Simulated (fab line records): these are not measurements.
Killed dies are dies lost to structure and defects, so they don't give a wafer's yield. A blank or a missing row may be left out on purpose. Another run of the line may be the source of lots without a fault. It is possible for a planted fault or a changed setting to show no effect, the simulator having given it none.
Shared-tool check	flow n5_finfet	9 lots, 27 wafers sampled

## WHAT PROMPTED THE OPENING
2 of 9 lots carry a flag on the reading HK_THK at N5_HKMG_FIN_THK_MEAS_70. Wafers without a fault read 1.602 nm, standard deviation 0.017.
Rule: a lot gets a flag if all its wafers with a number sit over 4 standard deviations from that mean, or if no wafer of it has a number. The other lots count as sound.

lot	measured	on	HK_THK (nm), wafer by wafer	flag
L149	day 4 14:20	film_metro-01	1.616 1.602 1.613	
L152	day 5 10:28	film_metro-02	1.627 1.624 1.583	
L153	day 5 15:37	film_metro-02	1.580 1.601 1.622	
L154	day 5 21:44	film_metro-02	1.590 1.591 1.571	
L158	day 7 07:37	film_metro-01	1.258 1.274 1.258	FLAGGED
L162	day 7 22:25	film_metro-02	1.254 1.251 1.243	FLAGGED
L163	day 8 01:27	film_metro-01	1.603 1.612 1.609	
L167	day 9 02:53	film_metro-01	1.622 1.608 1.625	
L170	day 10 00:27	film_metro-02	1.607 1.611 1.587	
Average over the flagged lots: 1.256 nm; offset from the usual -0.346 nm, equal to -20 standard deviations.

## TOOL THAT RAN EACH LOT
3 process steps preceding the reading are held in the record, out of 1938 steps in the route. In each cell: the tool, then ch and the chambers that the sampled wafers went through, then the start.
lot	flag	N5_HKMG_FIN_HK_ALD_01	N5_HKMG_FIN_STRIP_93	N5_HKMG_FIN_ALD_36
L149		ald_hk-03 ch 0,1, day 4 10:43	rie_diel-05 ch 0,1,2, day 4 12:38	ald_metal-01 ch 0,1,3, day 4 14:04
L152		ald_hk-01 ch 1,2,3, day 5 06:25	rie_diel-01 ch 0,2,3, day 5 08:26	ald_metal-04 ch 0,1,3, day 5 10:11
L153		ald_hk-02 ch 0,1,2, day 5 11:42	rie_diel-01 ch 2,3, day 5 13:47	ald_metal-01 ch 1,2, day 5 15:20
L154		ald_hk-01 ch 0,3, day 5 17:50	rie_diel-05 ch 1,3, day 5 19:47	ald_metal-04 ch 0,2,3, day 5 21:28
L158	FLAGGED	ald_hk-01 ch 0,1,3, day 7 03:51	rie_diel-01 ch 1,2, day 7 05:50	ald_metal-04 ch 0,3, day 7 07:20
L162	FLAGGED	ald_hk-01 ch 1,2,3, day 7 18:49	rie_diel-05 ch 1,2,3, day 7 20:44	ald_metal-03 ch 0,1,3, day 7 22:08
L163		ald_hk-02 ch 1,2,3, day 7 21:41	rie_diel-01 ch 1,2,3, day 7 23:36	ald_metal-01 ch 0,1,2, day 8 01:10
L167		ald_hk-03 ch 2,3, day 8 23:21	rie_diel-05 ch 1,2,3, day 9 01:08	ald_metal-01 ch 0,3, day 9 02:36
L170		ald_hk-03 ch 0,1, day 9 17:26	rie_diel-01 ch 0,2, day 9 22:38	ald_metal-04 ch 0,1, day 10 00:10
What is done by these steps:
- N5_HKMG_FIN_HK_ALD_01: deposits HfO2, target thk 1.6 nm, pulse time 3 s, purge time 3 s.
- N5_HKMG_FIN_STRIP_93: strips SOC in N2/H2, time 20 s.
- N5_HKMG_FIN_ALD_36: deposits TiN, target thk 1 nm, pulse time 1 s, purge time 3 s.
- N5_HKMG_FIN_THK_MEAS_70: measures by xrf.

## FLAGGED OVER TOTAL, TOOL BY TOOL (the gauges that took the reading come last)
step	tool	lots run	flagged	share of the flagged lots	sound lots run after its first flagged lot
N5_HKMG_FIN_HK_ALD_01	ald_hk-01	4	2	all	0
N5_HKMG_FIN_HK_ALD_01	ald_hk-02	2	0	none	-
N5_HKMG_FIN_HK_ALD_01	ald_hk-03	3	0	none	-
N5_HKMG_FIN_STRIP_93	rie_diel-01	5	1	some	2 (L163,L170)
N5_HKMG_FIN_STRIP_93	rie_diel-05	4	1	some	1 (L167)
N5_HKMG_FIN_ALD_36	ald_metal-01	4	0	none	-
N5_HKMG_FIN_ALD_36	ald_metal-03	1	1	some	0
N5_HKMG_FIN_ALD_36	ald_metal-04	4	1	some	1 (L170)
N5_HKMG_FIN_THK_MEAS_70	film_metro-01	4	1	some	2 (L163,L167)
N5_HKMG_FIN_THK_MEAS_70	film_metro-02	5	1	some	1 (L170)

## WHAT IS ALLOWED BY THE TABLE
In the table, 1 row covers all flagged lots: ald_hk-01 at N5_HKMG_FIN_HK_ALD_01.
- ald_hk-01 at N5_HKMG_FIN_HK_ALD_01 ran 4 lots, 2 of them flagged. It ran its last sound lot, L154, at day 5 17:50 and its first flagged lot, L158, at day 7 03:51: a fault with its onset between the two fits.
Left over: one tool, ald_hk-01 at N5_HKMG_FIN_HK_ALD_01.

## WHAT THE SIMULATOR HAD PUT IN
Site profile drift: ald_hk-01, from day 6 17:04 on, at N5_HKMG_FIN_HK_ALD_01. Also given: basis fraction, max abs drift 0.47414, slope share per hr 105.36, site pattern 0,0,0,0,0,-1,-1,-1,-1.
Struck lots among those shown: L158, L162. The rule given above showed the same thing.
